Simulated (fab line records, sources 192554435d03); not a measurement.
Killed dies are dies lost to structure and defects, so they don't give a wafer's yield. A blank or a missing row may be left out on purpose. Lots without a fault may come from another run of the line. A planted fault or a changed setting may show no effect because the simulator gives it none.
Chamber matching | flow n5_finfet | N5_FIN_SAQP_SPACER1_ETCHBACK_25 on rie_diel-03: 4 sister chambers
The step etches SiO2 in CHF3/O2, target depth 24.4 nm, time 12.2 s. 18 wafers are shown with their chamber, then 9 later ones without.

WAFERS WITH THEIR CHAMBER
wafer  | chamber | drypump_motor_current_A (A) | showerhead_plenum_p_Torr (Torr) | rf_vpp_V (V)
L074.1 | 2       | 5.3                         | 2.47                            | 542
L074.5 | 1       | 5.2                         | 2.43                            | 524
L074.6 | 0       | 5.7                         | 2.52                            | 526
L075.2 | 2       | 5.3                         | 2.46                            | 541
L075.4 | 0       | 5.7                         | 2.52                            | 523
L075.6 | 2       | 5.3                         | 2.46                            | 541
L079.3 | 2       | 5.3                         | 2.46                            | 540
L079.4 | 0       | 5.7                         | 2.52                            | 523
L079.6 | 0       | 5.7                         | 2.52                            | 525
L080.1 | 3       | 6.4                         | 2.33                            | 503
L080.3 | 1       | 5.2                         | 2.43                            | 524
L080.6 | 2       | 5.3                         | 2.46                            | 540
L081.2 | 2       | 5.3                         | 2.46                            | 542
L081.3 | 0       | 5.7                         | 2.52                            | 525
L081.5 | 2       | 5.3                         | 2.46                            | 541
L085.2 | 3       | 6.3                         | 2.32                            | 503
L085.3 | 2       | 5.3                         | 2.46                            | 541
L085.6 | 3       | 6.3                         | 2.32                            | 503

SIGNATURES (means of the wafers above)
reading                  | chamber 0 | chamber 1 | chamber 2 | chamber 3 | scatter within a chamber
drypump_motor_current_A  | 5.700     | 5.200     | 5.300     | 6.333     | 0.0218
showerhead_plenum_p_Torr | 2.5200    | 2.4300    | 2.4613    | 2.3233    | 0.00332
rf_vpp_V                 | 524.40    | 524.00    | 541.00    | 503.00    | 0.894
Rule: a wafer's distance from a chamber is the root of the sum, over the readings, of the square of ((its reading less the chamber's mean) divided by the reading's scatter). The wafer belongs to the nearest chamber; if the next one is less than 2 further off, it can't be placed. The scatter: the root of (the sum of the squares of (reading less its chamber's mean) over the shown wafers, divided by (wafers less chambers)).

WAFERS WITHOUT THEIR CHAMBER
wafer  | drypump_motor_current_A (A) | showerhead_plenum_p_Torr (Torr) | rf_vpp_V (V)
L086.1 | 5.7                         | 2.51                            | 525
L086.3 | 6.4                         | 2.32                            | 504
L086.6 | 5.6                         | 2.51                            | 525
L088.2 | 6.3                         | 2.31                            | 502
L088.3 | 5.3                         | 2.45                            | 542
L088.5 | 5.6                         | 2.51                            | 523
L095.2 | 5.3                         | 2.44                            | 540
L095.3 | 6.3                         | 2.31                            | 503
L095.4 | 5.7                         | 2.50                            | 524

WHICH CHAMBER EACH WENT THROUGH
wafer  | from the rows above | in truth
L086.1 | 0                   | 0
L086.3 | 3                   | 3
L086.6 | 0                   | 0
L088.2 | 3                   | 3
L088.3 | 2                   | 2
L088.5 | 0                   | 0
L095.2 | 2                   | 2
L095.3 | 3                   | 3
L095.4 | 0                   | 0
Placed correctly: 9 of 9. Can't be placed from these rows: 0. Placed wrongly: 0.
